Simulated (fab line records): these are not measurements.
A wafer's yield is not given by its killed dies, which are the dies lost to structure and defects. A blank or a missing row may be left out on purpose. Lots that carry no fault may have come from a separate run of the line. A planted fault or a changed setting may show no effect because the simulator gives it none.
Matching of chambers -- flow n5 finfet -- N5_BEOL_M8_ILD_DEP_00 on pecvd-01 has 3 sister chambers
The step deposits SiCOH lowk from DEMS/porogen, target thk 179.75 nm, time 33.4 s. 14 wafers are shown with their chamber, then 7 later ones without.

WAFERS PAIRED WITH THEIR CHAMBERS
wafer,chamber,showerhead vpp V (V),throttle valve pct (%),showerhead plenum p Torr (Torr)
L079.1,2,1403,13.4,5.727
L079.2,1,1355,13.2,5.754
L079.5,1,1365,13.2,5.743
L084.3,0,1293,13.8,5.726
L084.4,2,1419,13.8,5.728
L084.6,2,1395,13.9,5.733
L088.1,1,1355,13.1,5.756
L088.3,2,1381,13.9,5.728
L088.4,1,1356,13.6,5.756
L089.2,1,1358,13.1,5.765
L089.4,0,1338,14.0,5.746
L089.5,2,1423,14.0,5.723
L090.1,1,1353,13.3,5.743
L090.3,0,1331,14.0,5.748

SIGNATURES (averages over the wafers above)
reading,chamber 0,chamber 1,chamber 2,scatter within a chamber
showerhead vpp V,1320.67,1357.00,1404.20,15
throttle valve pct,13.933,13.250,13.800,0.196
showerhead plenum p Torr,5.74000,5.75283,5.72780,0.00803
Rule: for a wafer and a chamber, the distance is found by dividing, reading by reading, the gap between the wafer's reading and the chamber's mean by the reading's scatter, squaring, summing and taking the root. The wafer belongs to the nearest chamber; if the next one is less than 2 further off, it can't be placed. The scatter: the root of (the sum of the squares of (reading less its chamber's mean) over the shown wafers, divided by (wafers less chambers)).

WAFERS MISSING THEIR CHAMBER
wafer,showerhead vpp V (V),throttle valve pct (%),showerhead plenum p Torr (Torr)
L090.5,1349,13.8,5.730
L091.3,1316,14.2,5.730
L091.5,1416,14.1,5.733
L091.6,1330,13.9,5.737
L095.1,1403,14.3,5.722
L095.3,1305,13.9,5.740
L095.6,1393,14.2,5.736

WHICH CHAMBER EACH ONE RAN IN
wafer,from the rows above,in truth
L090.5,can't be placed: 0 or 2 or 1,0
L091.3,0,0
L091.5,2,2
L091.6,0,0
L095.1,2,2
L095.3,0,0
L095.6,2,2
6 of 7 placed correctly. From these rows, 1 cannot be placed; in 1 the true chamber is one of the candidates. Wrongly placed: 0.
